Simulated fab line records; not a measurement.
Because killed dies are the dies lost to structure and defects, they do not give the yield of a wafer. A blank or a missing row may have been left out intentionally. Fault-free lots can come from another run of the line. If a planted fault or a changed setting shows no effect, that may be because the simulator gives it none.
fab line records ; flow n5-finfet ; part 1 of 2: steps 1 to 25 of 35
record: lots: 5; wafers: 15; last-day: 16
route steps=1938 shown BEOL_M8@1382 BEOL_M9@1401
lots untouched by any fault: they come from a run of this same line in which no faults occurred
start-h: hours from the record's opening day to when the first of the lot's shown wafers began ; wait-h: hours from the lot's prior step to this one ; " as in the row above ; L1.1+2: one row covering several wafers at once ; - value missing, or start not given ; * or withheld: withheld ; < > ~ a bound
route shown NAME@n: a module of which the file shows steps, and the number in the route of the first ; usual: mean and standard deviation over wafers with no fault ; same: alike in all rows ; chamber/n: place in a boat ; sites: the reading at each site ; _std_site: standard deviation of those values ; _edge_site: mean of outer sites minus mean of inner sites ; radius-mm: for every site, how far away it sits from the centre of the wafer ; mask NAME#n: copy n ; behind: the last tool/chamber to shape the wafer ; hold: why the lot was held/for how many hours/how that ended ; device: names the non-switching transistor (n, p or np) ; end of line: tests of these same wafers at the route's end ; a step given without rows: its recipe and nothing more ; killed: dies lost to structure and defects at the first sort, not the wafer's yield ; map: the dies of a wafer, with x for killed, . for not killed, _ for no die there
set.NAME: the setting that was run; set.NAME@STEP: the one run at that earlier step ; model.NAME: the simulator's own value behind a step, which no gauge read
a table for each step, a row for each wafer; lots at some steps of the route
services: the hour from which a tool's chamber was out of use, counted from the record's first day as start-h (under 0 if before that day), plus the number of hours and why
== steps ==
step: N5_BEOL_M8_SRD_40
recipe: time-s: 30; temp-c: 23; rinse-liquid: diw; dry: ipa-marangoni
lot.wafer;tool;chamber;start-h;wait-h
L074.1+3+5;wet-bench-02;7,6,2;194.24;0.0
L075.2+3+5;wet-bench-03;0,3,7;222.84;0.0
L078.2+5+6;wet-bench-04;2,3,4;241.39;0.0
L082.1+2+3;wet-bench-04;5,6,0;260.08;0.0
L090.2+4+6;wet-bench-04;7,0,5;312.86;0.0
step: N5_BEOL_M8_PRECLEAN_42
recipe: chemistry: residue-remover; time-s: 60; temp-c: 40
lot.wafer;tool;chamber;start-h;wait-h
L074.1+3+5;wet-bench-02;7,6,2;194.25;0.0
L075.2+3+5;wet-bench-03;0,3,7;222.86;0.0
L078.2+5+6;wet-bench-04;2,3,4;241.41;0.0
L082.1+2+3;wet-bench-04;5,6,0;260.10;0.0
L090.2+4+6;wet-bench-04;7,0,5;312.88;0.0
step: N5_BEOL_M8_SRD_43
recipe: time-s: 30; temp-c: 23; rinse-liquid: diw; dry: ipa-marangoni
lot.wafer;tool;chamber;start-h;wait-h
L074.1+3+5;wet-bench-02;7,6,2;194.27;0.0
L075.2+3+5;wet-bench-03;0,3,7;222.88;0.0
L078.2+5+6;wet-bench-04;2,3,4;241.42;0.0
L082.1+2+3;wet-bench-04;5,6,0;260.11;0.0
L090.2+4+6;wet-bench-04;7,0,5;312.90;0.0
step: N5_BEOL_M8_CD_MEAS_35
recipe: target-cd-nm: 40; polarity: opening
usual: cd-nm: 39.8/0.55
lot.wafer;tool;chamber;start-h;wait-h;cd-nm
L074.1;cd-sem-03;-;194.31;0.0;39.6
L074.3;cd-sem-03;-;194.31;0.0;39.4
L074.5;cd-sem-03;-;194.31;0.0;40.2
L075.2;cd-sem-01;-;222.92;0.0;40.2
L075.3;cd-sem-01;-;222.92;0.0;40.6
L075.5;cd-sem-01;-;222.92;0.0;39.7
L078.2;cd-sem-01;-;241.47;0.0;39.1
L078.5;cd-sem-01;-;241.47;0.0;40.4
L078.6;cd-sem-01;-;241.47;0.0;39.5
L082.1;cd-sem-03;-;260.15;0.0;40.9
L082.2;cd-sem-03;-;260.15;0.0;40.7
L082.3;cd-sem-03;-;260.15;0.0;39.9
L090.2;cd-sem-03;-;312.94;0.0;39.0
L090.4;cd-sem-03;-;312.94;0.0;39.8
L090.6;cd-sem-03;-;312.94;0.0;39.9
step: N5_BEOL_M8_CURE_75
recipe: temp-c: 370; time-s: 120; ambient: DMADMS/He; material: SiCOH_lowk
usual: lamp-power-pct: 52.32/0.054; wafer_temp_C_max: 372.1/0.77
lot.wafer;tool;chamber;start-h;wait-h;lamp-power-pct;wafer_temp_C_max
L074.1;uv-cure-02;2;194.50;0.2;52.42;371.0
L074.3;uv-cure-02;2;194.50;0.2;52.42;371.3
L074.5;uv-cure-02;2;194.50;0.2;52.31;371.4
L075.2;uv-cure-02;1;223.01;0.1;52.36;371.7
L075.3;uv-cure-02;1;223.01;0.1;52.27;373.0
L075.5;uv-cure-02;1;223.01;0.1;52.33;372.5
L078.2;uv-cure-01;0;241.56;0.1;52.26;371.7
L078.5;uv-cure-01;0;241.56;0.1;52.23;372.6
L078.6;uv-cure-01;0;241.56;0.1;52.21;373.9
L082.1;uv-cure-01;2;260.20;0.0;52.26;371.7
L082.2;uv-cure-01;2;260.20;0.0;52.36;371.9
L082.3;uv-cure-01;2;260.20;0.0;52.38;372.2
L090.2;uv-cure-01;1;313.03;0.1;52.40;373.9
L090.4;uv-cure-01;1;313.03;0.1;52.27;373.0
L090.6;uv-cure-01;1;313.03;0.1;52.32;372.7
step: N5_BEOL_M8_DEGAS_44
recipe: ambient: vacuum; temp-c: 250; time-s: 60
usual: heater-power-w: 344/28
lot.wafer;tool;chamber;start-h;wait-h;heater-power-w
L074.1;pvd-sputter-02;-;194.98;0.4;387
L074.3;pvd-sputter-02;-;194.98;0.4;343
L074.5;pvd-sputter-02;-;194.98;0.4;301
L075.2;pvd-sputter-01;-;223.33;0.3;364
L075.3;pvd-sputter-01;-;223.33;0.3;317
L075.5;pvd-sputter-01;-;223.33;0.3;298
L078.2;pvd-sputter-02;-;241.83;0.2;345
L078.5;pvd-sputter-02;-;241.83;0.2;348
L078.6;pvd-sputter-02;-;241.83;0.2;386
L082.1;pvd-sputter-02;-;260.74;0.5;385
L082.2;pvd-sputter-02;-;260.74;0.5;339
L082.3;pvd-sputter-02;-;260.74;0.5;296
L090.2;pvd-sputter-03;-;315.34;2.3;343
L090.4;pvd-sputter-03;-;315.34;2.3;360
L090.6;pvd-sputter-03;-;315.34;2.3;320
step: N5_BEOL_M8_PRE_CLEAN_45
recipe: gas: H2/He; time-s: 30; temp-c: 250
usual: heater-power-w: 345/29
lot.wafer;tool;chamber;start-h;wait-h;heater-power-w
L074.1;pvd-sputter-02;-;195.02;0.0;383
L074.3;pvd-sputter-02;-;195.02;0.0;340
L074.5;pvd-sputter-02;-;195.02;0.0;310
L075.2;pvd-sputter-01;-;223.37;0.0;360
L075.3;pvd-sputter-01;-;223.37;0.0;316
L075.5;pvd-sputter-01;-;223.37;0.0;296
L078.2;pvd-sputter-02;-;241.87;0.0;358
L078.5;pvd-sputter-02;-;241.87;0.0;359
L078.6;pvd-sputter-02;-;241.87;0.0;390
L082.1;pvd-sputter-02;-;260.78;0.0;389
L082.2;pvd-sputter-02;-;260.78;0.0;346
L082.3;pvd-sputter-02;-;260.78;0.0;311
L090.2;pvd-sputter-03;-;315.38;0.0;344
L090.4;pvd-sputter-03;-;315.38;0.0;372
L090.6;pvd-sputter-03;-;315.38;0.0;328
step: N5_BEOL_M8_ALD_77
recipe: material: TaN; target-thk-a: 20; temp-c: 275; ald-precursor-family: PDMAT; ald-co-reactant: NH3; pressure-torr: 3; carrier-flow-sccm: 1500; pulse-time-s: 2; purge-time-s: 3; co-reactant-purge-time-s: 2; co-reactant-pulse-time-s: 3; ald-cycles: 40; precursor-vessel-temp-c: 75; precursor-vessel-pressure-torr: 26.25; precursor-vessel-carrier-sccm: 1000
usual: heater-power-w: 415/43
lot.wafer;tool;chamber;start-h;wait-h;heater-power-w
L074.1;ald-metal-02;3;195.08;0.0;371
L074.3;ald-metal-02;0;195.08;0.0;401
L074.5;ald-metal-02;0;195.08;0.0;414
L075.2;ald-metal-04;0;223.43;0.0;483
L075.3;ald-metal-04;1;223.43;0.0;413
L075.5;ald-metal-04;0;223.43;0.0;474
L078.2;ald-metal-02;1;241.95;0.1;393
L078.5;ald-metal-02;2;241.95;0.1;449
L078.6;ald-metal-02;1;241.95;0.1;398
L082.1;ald-metal-02;1;260.86;0.1;391
L082.2;ald-metal-02;2;260.86;0.1;454
L082.3;ald-metal-02;0;260.86;0.1;404
L090.2;ald-metal-03;2;315.46;0.1;367
L090.4;ald-metal-03;3;315.46;0.1;451
L090.6;ald-metal-03;1;315.46;0.1;479
step: N5_BEOL_M8_SURFACE_TREAT_79
recipe: gas: Ar; time-s: *; ion-energy-ev: *; ion-current-ma-cm2: 0.5; pressure-mtorr: *; ar-flow-sccm: 30
usual: ar-flow-sccm: 30.00/0.087; throttle-valve-pct: *
lot.wafer;tool;chamber;start-h;wait-h;ar-flow-sccm;throttle-valve-pct
L074.1;pvd-sputter-02;-;195.38;0.2;29.96;*
L074.3;pvd-sputter-02;-;195.38;0.2;30.09;*
L074.5;pvd-sputter-02;-;195.38;0.2;30.02;*
L075.2;pvd-sputter-01;-;223.73;0.2;29.99;*
L075.3;pvd-sputter-01;-;223.73;0.2;30.17;*
L075.5;pvd-sputter-01;-;223.73;0.2;30.14;*
L078.2;pvd-sputter-03;-;242.26;0.2;29.81;*
L078.5;pvd-sputter-03;-;242.26;0.2;29.91;*
L078.6;pvd-sputter-03;-;242.26;0.2;29.89;*
L082.1;pvd-sputter-01;-;261.15;0.2;30.00;*
L082.2;pvd-sputter-01;-;261.15;0.2;30.19;*
L082.3;pvd-sputter-01;-;261.15;0.2;29.87;*
L090.2;pvd-sputter-03;-;315.82;0.2;29.89;*
L090.4;pvd-sputter-03;-;315.82;0.2;30.21;*
L090.6;pvd-sputter-03;-;315.82;0.2;29.94;*
step: N5_BEOL_M8_CVD_78
recipe: material: Co; target-thk-a: 20; temp-c: withheld; precursor: CCTBA/H2; pressure-torr: 30; time-s: 142.3
lot.wafer;tool;chamber;start-h;wait-h
L074.1+3+5;cvd-co-02;2,1,0;195.46;0.1
L075.2+3+5;cvd-co-01;1,2,1;223.79;0.0
L078.2+5+6;cvd-co-01;0,1,2;242.34;0.1
L082.1+2+3;cvd-co-02;2,0,1;261.22;0.0
L090.2+4+6;cvd-co-02;0,1,2;315.89;0.0
step: N5_BEOL_M8_SPUTTER_48
recipe: material: Cu; target-thk-a: 100; temp-c: -20; bias-v: 60; power-w: 26000; chamber-pressure-pa: 0.13; time-s: 1.667
usual: throttle-valve-pct: 30.2/1.1
lot.wafer;tool;chamber;start-h;wait-h;throttle-valve-pct
L074.1;pvd-sputter-02;-;195.60;0.1;30.7
L074.3;pvd-sputter-02;-;195.60;0.1;28.9
L074.5;pvd-sputter-02;-;195.60;0.1;30.5
L075.2;pvd-sputter-02;-;223.90;0.1;28.2
L075.3;pvd-sputter-02;-;223.90;0.1;28.7
L075.5;pvd-sputter-02;-;223.90;0.1;28.4
L078.2;pvd-sputter-03;-;242.54;0.2;30.0
L078.5;pvd-sputter-03;-;242.54;0.2;29.6
L078.6;pvd-sputter-03;-;242.54;0.2;30.3
L082.1;pvd-sputter-03;-;261.36;0.1;30.0
L082.2;pvd-sputter-03;-;261.36;0.1;29.9
L082.3;pvd-sputter-03;-;261.36;0.1;30.9
L090.2;pvd-sputter-03;-;316.06;0.1;30.0
L090.4;pvd-sputter-03;-;316.06;0.1;30.8
L090.6;pvd-sputter-03;-;316.06;0.1;29.8
step: N5_BEOL_M8_ECD_50
recipe: material: Cu; target-thk-a: 3000
lot.wafer;tool;chamber;start-h;wait-h
L074.1+3+5;ecd-cu-02;0,1,0;195.78;0.1
L075.2+3+5;ecd-cu-01;1,0,0;224.02;0.1
L078.2+5+6;ecd-cu-02;1,0,1;242.66;0.1
L082.1+2+3;ecd-cu-02;1,0,1;261.47;0.1
L090.2+4+6;ecd-cu-02;1,0,1;316.18;0.1
step: N5_BEOL_M8_ANNEAL_51
recipe: temp-c: 225; time-s: 90; ambient: N2
usual: wafer_temp_C_max: 225.99/0.25
lot.wafer;tool;chamber;start-h;wait-h;wafer_temp_C_max
L074.1;rtp-anneal-01;0;196.07;0.3;226.32
L074.3;rtp-anneal-01;0;196.07;0.3;226.29
L074.5;rtp-anneal-01;0;196.07;0.3;226.05
L075.2;rtp-anneal-01;0;224.28;0.2;226.20
L075.3;rtp-anneal-01;0;224.28;0.2;226.22
L075.5;rtp-anneal-01;0;224.28;0.2;225.44
L078.2;rtp-anneal-01;0;242.87;0.2;225.80
L078.5;rtp-anneal-01;0;242.87;0.2;226.01
L078.6;rtp-anneal-01;0;242.87;0.2;226.11
L082.1;rtp-anneal-02;0;261.79;0.3;225.66
L082.2;rtp-anneal-02;0;261.79;0.3;226.01
L082.3;rtp-anneal-02;0;261.79;0.3;225.72
L090.2;rtp-anneal-01;0;316.32;0.1;226.02
L090.4;rtp-anneal-01;0;316.32;0.1;225.80
L090.6;rtp-anneal-01;0;316.32;0.1;226.13
step: N5_BEOL_M8_CMP_52
recipe: stop-on: SiCOH_lowk; t-overpolish-s: 6.9; down-force-psi: 1; platen-rpm: 50; clearing-platen-down-force-psi: 1.5; clearing-platen-rpm: 50; post-cmp-clean: cu-alkaline; target-thk-nm: 80; clearing-platen-pad-velocity-m-s: 0.99484; pad-velocity-m-s: 0.99484
usual: barrier-field-endpoint-s: 29.2/0.7; edge-zone-pressure-frac: 1.000/0.0045; motor-current-A: 5.8/0.65; overpolish-run-s: 6.899/0.0094; retaining-ring-pressure-frac: 0.999/0.0048; time-to-endpoint-s: 63/3.3
same: t-overpolish-s: 6.9
lot.wafer;tool;chamber;start-h;wait-h;barrier-field-endpoint-s;edge-zone-pressure-frac;motor-current-A;overpolish-run-s;retaining-ring-pressure-frac;time-to-endpoint-s
L074.1;cmp-02;0;196.41;0.3;29.3;0.996;5.6;6.906;0.998;59
L074.3;cmp-02;1;196.41;0.3;28.7;1.002;5.0;6.904;0.991;60
L074.5;cmp-02;3;196.41;0.3;29.1;1.006;5.2;6.911;1.001;60
L075.2;cmp-02;1;224.55;0.2;28.8;1.002;4.8;6.903;0.985;67
L075.3;cmp-02;2;224.55;0.2;28.4;1.009;5.5;6.905;0.998;62
L075.5;cmp-02;1;224.55;0.2;29.5;1.004;5.2;6.905;0.999;66
L078.2;cmp-02;1;243.12;0.2;29.1;1.001;4.8;6.904;1.005;63
L078.6;cmp-02;1;243.12;0.2;28.8;1.001;5.2;6.900;0.993;60
L078.5;cmp-02;2;243.12;0.2;29.4;1.000;5.3;6.916;0.999;60
L082.1;cmp-03;2;262.09;0.3;28.9;1.009;5.9;6.905;1.006;60
L082.2;cmp-03;3;262.09;0.3;27.9;0.996;5.6;6.899;1.004;56
L082.3;cmp-03;0;262.09;0.3;29.5;0.991;6.7;6.905;1.006;64
L090.2;cmp-03;2;316.61;0.2;29.0;0.995;5.8;6.894;0.995;63
L090.4;cmp-03;3;316.61;0.2;29.3;0.999;5.3;6.890;1.002;61
L090.6;cmp-03;1;316.61;0.2;29.1;1.003;5.2;6.916;0.999;62
step: N5_BEOL_M8_THK_MEAS_53
recipe: thk-meas-gauge: xrf; reads: Cu_of_BEOL_M8_ECD_50
usual: M8_THK: 80.4/1.9
lot.wafer;tool;chamber;start-h;wait-h;M8_THK[nm]
L074.1;film-metro-02;-;196.67;-;77.6
L074.3;film-metro-02;-;196.67;-;77.5
L074.5;film-metro-02;-;196.67;-;76.6
L075.2;film-metro-02;-;224.84;-;80.2
L075.3;film-metro-02;-;224.84;-;77.2
L075.5;film-metro-02;-;224.84;-;79.3
L078.2;film-metro-02;-;243.41;-;79.7
L078.5;film-metro-02;-;243.41;-;77.0
L078.6;film-metro-02;-;243.41;-;80.5
L082.1;film-metro-01;-;262.39;-;79.6
L082.2;film-metro-01;-;262.39;-;78.8
L082.3;film-metro-01;-;262.39;-;82.2
L090.2;film-metro-02;-;316.86;-;79.4
L090.4;film-metro-02;-;316.86;-;78.0
L090.6;film-metro-02;-;316.86;-;77.0
step: N5_BEOL_M8_PRE_CLEAN_55
recipe: gas: NH3; time-s: 15; temp-c: withheld; rf-power-w: 300
lot.wafer;tool;chamber;start-h;wait-h
L074.1+3+5;pecvd-02;2,0,0;196.71;0.0
L075.2+3+5;pecvd-01;1,2,0;224.88;0.0
L078.2+5+6;pecvd-01;2,1,2;243.45;0.0
L082.1+2+3;pecvd-01;0,1,2;262.42;0.0
L090.2+4+6;pecvd-01;1,0,1;316.90;0.0
step: N5_BEOL_M8_DEP_56
recipe: material: SiCN; target-thk-a: 100; temp-c: withheld; precursor: 3MS/NH3; pressure-torr: 3; rf-w: 202; time-s: 17.5
usual: showerhead-plenum-p-Torr: 3.662/0.016; throttle-valve-pct: 9.0/0.47
lot.wafer;tool;chamber;start-h;wait-h;showerhead-plenum-p-Torr;throttle-valve-pct
L074.1;pecvd-02;2;196.73;0.0;3.651;8.6
L074.3;pecvd-02;0;196.73;0.0;3.669;8.8
L074.5;pecvd-02;0;196.73;0.0;3.675;9.1
L075.2;pecvd-01;1;224.90;0.0;3.656;8.4
L075.3;pecvd-01;2;224.90;0.0;3.653;8.6
L075.5;pecvd-01;0;224.90;0.0;3.647;9.4
L078.2;pecvd-01;2;243.48;0.0;3.647;8.3
L078.5;pecvd-01;1;243.48;0.0;3.665;8.1
L078.6;pecvd-01;2;243.48;0.0;3.648;8.5
L082.1;pecvd-01;0;262.45;0.0;3.653;9.6
L082.2;pecvd-01;1;262.45;0.0;3.668;8.4
L082.3;pecvd-01;2;262.45;0.0;3.658;8.6
L090.2;pecvd-01;1;316.92;0.0;3.665;8.3
L090.4;pecvd-01;0;316.92;0.0;3.659;9.8
L090.6;pecvd-01;1;316.92;0.0;3.651;8.3
step: N5_BEOL_M8_RS_MEAS_57
recipe: thk-meas-gauge: four-point-probe; reads: Cu_of_BEOL_M8_ECD_50+Co_of_BEOL_M8_CVD_78+TaN_of_BEOL_M8_ALD_77
usual: M8_RS: 0.284/0.0077
lot.wafer;tool;chamber;start-h;wait-h;M8_RS[ohm/sq]
L074.1;film-metro-02;-;196.80;0.1;0.293
L074.3;film-metro-02;-;196.80;0.1;0.296
L074.5;film-metro-02;-;196.80;0.1;0.299
L075.2;film-metro-01;-;224.97;0.1;0.284
L075.3;film-metro-01;-;224.97;0.1;0.297
L075.5;film-metro-01;-;224.97;0.1;0.288
L078.2;film-metro-02;-;243.55;0.1;0.287
L078.5;film-metro-02;-;243.55;0.1;0.300
L078.6;film-metro-02;-;243.55;0.1;0.285
L082.1;film-metro-02;-;262.52;0.1;0.286
L082.2;film-metro-02;-;262.52;0.1;0.290
L082.3;film-metro-02;-;262.52;0.1;0.278
L090.2;film-metro-01;-;316.99;0.1;0.287
L090.4;film-metro-01;-;316.99;0.1;0.293
L090.6;film-metro-01;-;316.99;0.1;0.299
step: N5_BEOL_M8_INSPECT_58
recipe: inspect-instrument: darkfield; mode: post-dep
usual: raw-defect-count: 69/23
lot.wafer;tool;chamber;start-h;wait-h;raw-defect-count
L074.1;defect-inspect-01;-;196.83;0.0;77
L074.3;defect-inspect-01;-;196.83;0.0;117
L074.5;defect-inspect-01;-;196.83;0.0;82
L075.2;defect-inspect-01;-;225.00;0.0;106
L075.3;defect-inspect-01;-;225.00;0.0;80
L075.5;defect-inspect-01;-;225.00;0.0;65
L078.2;defect-inspect-02;-;243.57;0.0;50
L078.5;defect-inspect-02;-;243.57;0.0;64
L078.6;defect-inspect-02;-;243.57;0.0;50
L082.1;defect-inspect-01;-;262.54;0.0;73
L082.2;defect-inspect-01;-;262.54;0.0;62
L082.3;defect-inspect-01;-;262.54;0.0;110
L090.2;defect-inspect-01;-;317.02;0.0;59
L090.4;defect-inspect-01;-;317.02;0.0;30
L090.6;defect-inspect-01;-;317.02;0.0;60
step: N5_BEOL_M9_ILD_DEP_00
recipe: material: SiCOH_lowk; target-thk-a: 3085.1; temp-c: 300; precursor: DEMS/porogen; pressure-torr: 5; rf-w: 500; time-s: 58
usual: heater-power-w: 342/59; showerhead-plenum-p-Torr: 5.740/0.02; throttle-valve-pct: 13.9/0.72
lot.wafer;tool;chamber;start-h;wait-h;heater-power-w;showerhead-plenum-p-Torr;throttle-valve-pct
L074.1;pecvd-02;1;196.86;0.0;286;5.762;13.9
L074.3;pecvd-02;0;196.86;0.0;305;5.737;13.4
L074.5;pecvd-02;2;196.86;0.0;252;5.708;13.2
L075.2;pecvd-02;2;225.04;0.0;262;5.720;13.2
L075.3;pecvd-02;0;225.04;0.0;294;5.726;13.8
L075.5;pecvd-02;2;225.04;0.0;274;5.713;13.3
L078.2;pecvd-02;2;243.61;0.0;280;5.691;13.2
L078.5;pecvd-02;2;243.61;0.0;291;5.711;13.7
L078.6;pecvd-02;0;243.61;0.0;327;5.741;13.5
L082.1;pecvd-02;2;262.58;0.0;268;5.717;13.6
L082.2;pecvd-02;0;262.58;0.0;328;5.738;13.6
L082.3;pecvd-02;1;262.58;0.0;321;5.779;14.0
L090.2;pecvd-02;1;317.06;0.0;325;5.777;14.0
L090.4;pecvd-02;1;317.06;0.0;252;5.766;14.0
L090.6;pecvd-02;0;317.06;0.0;307;5.734;13.6
step: N5_BEOL_M9_CURE_71
recipe: temp-c: 385; time-s: 240; ambient: He/Ar; material: SiCOH_lowk
usual: lamp-power-pct: 52.32/0.052; wafer_temp_C_max: 387.2/0.86
lot.wafer;tool;chamber;start-h;wait-h;lamp-power-pct;wafer_temp_C_max
L074.1;uv-cure-01;2;196.94;0.0;52.30;386.5
L074.3;uv-cure-01;2;196.94;0.0;52.32;387.7
L074.5;uv-cure-01;2;196.94;0.0;52.38;387.0
L075.2;uv-cure-01;1;225.19;0.1;52.30;388.4
L075.3;uv-cure-01;1;225.19;0.1;52.31;388.8
L075.5;uv-cure-01;1;225.19;0.1;52.32;387.9
L078.2;uv-cure-03;2;243.77;0.1;52.30;386.4
L078.5;uv-cure-03;2;243.77;0.1;52.25;386.2
L078.6;uv-cure-03;2;243.77;0.1;52.35;386.4
L082.1;uv-cure-02;0;262.66;0.0;52.28;386.2
L082.2;uv-cure-02;0;262.66;0.0;52.16;386.7
L082.3;uv-cure-02;0;262.66;0.0;52.36;386.1
L090.2;uv-cure-01;0;317.21;0.1;52.36;389.2
L090.4;uv-cure-01;0;317.21;0.1;52.39;390.1
L090.6;uv-cure-01;0;317.21;0.1;52.34;387.6
step: N5_BEOL_M9_THK_MEAS_01
recipe: reads: SiCOH_lowk_of_BEOL_M9_ILD_DEP_00
usual: M9_ILD_THK: 269/3.8
lot.wafer;tool;chamber;start-h;wait-h;M9_ILD_THK[nm]
L074.1;film-metro-01;-;197.45;0.4;270
L074.3;film-metro-01;-;197.45;0.4;270
L074.5;film-metro-01;-;197.45;0.4;269
L075.2;film-metro-01;-;225.63;0.4;262
L075.3;film-metro-01;-;225.63;0.4;266
L075.5;film-metro-01;-;225.63;0.4;269
L078.2;film-metro-01;-;244.20;0.4;265
L078.5;film-metro-01;-;244.20;0.4;267
L078.6;film-metro-01;-;244.20;0.4;273
L082.1;film-metro-01;-;263.17;0.4;268
L082.2;film-metro-01;-;263.17;0.4;269
L082.3;film-metro-01;-;263.17;0.4;271
L090.2;film-metro-02;-;317.65;0.4;271
L090.4;film-metro-02;-;317.65;0.4;274
L090.6;film-metro-02;-;317.65;0.4;274
step: N5_BEOL_M9_PECVD_70
recipe: material: SiO2; target-thk-a: 200; temp-c: 400; precursor: TEOS/O2; pressure-torr: 5.5; rf-w: 450; teos-flow-sccm: 53.8; gas: O2; flow-sccm: 3000; time-s: 22.7
usual: heater-power-w: 761/110; showerhead-plenum-p-Torr: 8.77/0.076; throttle-valve-pct: 22.4/1.3
lot.wafer;tool;chamber;start-h;wait-h;heater-power-w;showerhead-plenum-p-Torr;throttle-valve-pct
L074.1;pecvd-01;1;197.49;0.0;939;8.79;20.4
L074.3;pecvd-01;0;197.49;0.0;755;8.74;23.5
L074.5;pecvd-01;0;197.49;0.0;749;8.74;23.4
L075.2;pecvd-04;0;225.66;0.0;922;8.80;23.2
L075.3;pecvd-04;0;225.66;0.0;928;8.81;23.2
L075.5;pecvd-04;1;225.66;0.0;817;8.84;25.0
L078.2;pecvd-04;0;244.24;0.0;926;8.78;23.1
L078.5;pecvd-04;0;244.24;0.0;959;8.78;23.7
L078.6;pecvd-04;2;244.24;0.0;851;8.72;21.1
L082.1;pecvd-02;1;263.21;0.0;626;8.93;22.6
L082.2;pecvd-02;0;263.21;0.0;685;8.78;22.0
L082.3;pecvd-02;2;263.21;0.0;576;8.67;21.6
L090.2;pecvd-01;0;317.68;0.0;698;8.72;23.8
L090.4;pecvd-01;0;317.68;0.0;699;8.74;23.7
L090.6;pecvd-01;1;317.68;0.0;784;8.77;20.6
step: N5_BEOL_M9_HM_DEP_02
recipe: material: TiN; target-thk-a: 200; temp-c: 25; chamber-pressure-pa: 0.49996
usual: throttle-valve-pct: 30.3/0.93
lot.wafer;tool;chamber;start-h;wait-h;throttle-valve-pct
L074.1;pvd-sputter-03;-;198.78;1.3;30.2
L074.3;pvd-sputter-03;-;198.78;1.3;30.1
L074.5;pvd-sputter-03;-;198.78;1.3;30.5
L075.2;pvd-sputter-03;-;228.34;2.7;30.6
L075.3;pvd-sputter-03;-;228.34;2.7;29.6
L075.5;pvd-sputter-03;-;228.34;2.7;30.2
L078.2;pvd-sputter-02;-;244.36;0.1;30.4
L078.5;pvd-sputter-02;-;244.36;0.1;28.7
L078.6;pvd-sputter-02;-;244.36;0.1;28.1
L082.1;pvd-sputter-03;-;264.08;0.8;29.6
L082.2;pvd-sputter-03;-;264.08;0.8;30.0
L082.3;pvd-sputter-03;-;264.08;0.8;30.0
L090.2;pvd-sputter-03;-;318.90;1.2;30.3
L090.4;pvd-sputter-03;-;318.90;1.2;29.6
L090.6;pvd-sputter-03;-;318.90;1.2;29.8
step: N5_BEOL_M9_COAT_59
recipe: resist: SOC; temp-c: 250; time-s: 60; spin-rpm: 1500; resist-thk-nm: 100
usual: resist-line-temp-C: 22.99/0.11
lot.wafer;tool;chamber;start-h;wait-h;resist-line-temp-C
L074.1;litho-track-03;0;198.90;0.1;23.07
L074.3;litho-track-03;0;198.90;0.1;23.14
L074.5;litho-track-03;0;198.90;0.1;23.13
L075.2;litho-track-03;0;228.47;0.1;23.07
L075.3;litho-track-03;0;228.47;0.1;23.07
L075.5;litho-track-03;0;228.47;0.1;23.12
L078.2;litho-track-05;0;244.49;0.1;22.77
L078.5;litho-track-05;0;244.49;0.1;23.03
L078.6;litho-track-05;0;244.49;0.1;22.77
L082.1;litho-track-05;0;264.20;0.1;22.99
L082.2;litho-track-05;0;264.20;0.1;23.03
L082.3;litho-track-05;0;264.20;0.1;22.96
L090.2;litho-track-02;0;319.04;0.1;22.86
L090.4;litho-track-02;0;319.04;0.1;22.94
L090.6;litho-track-02;0;319.04;0.1;22.94
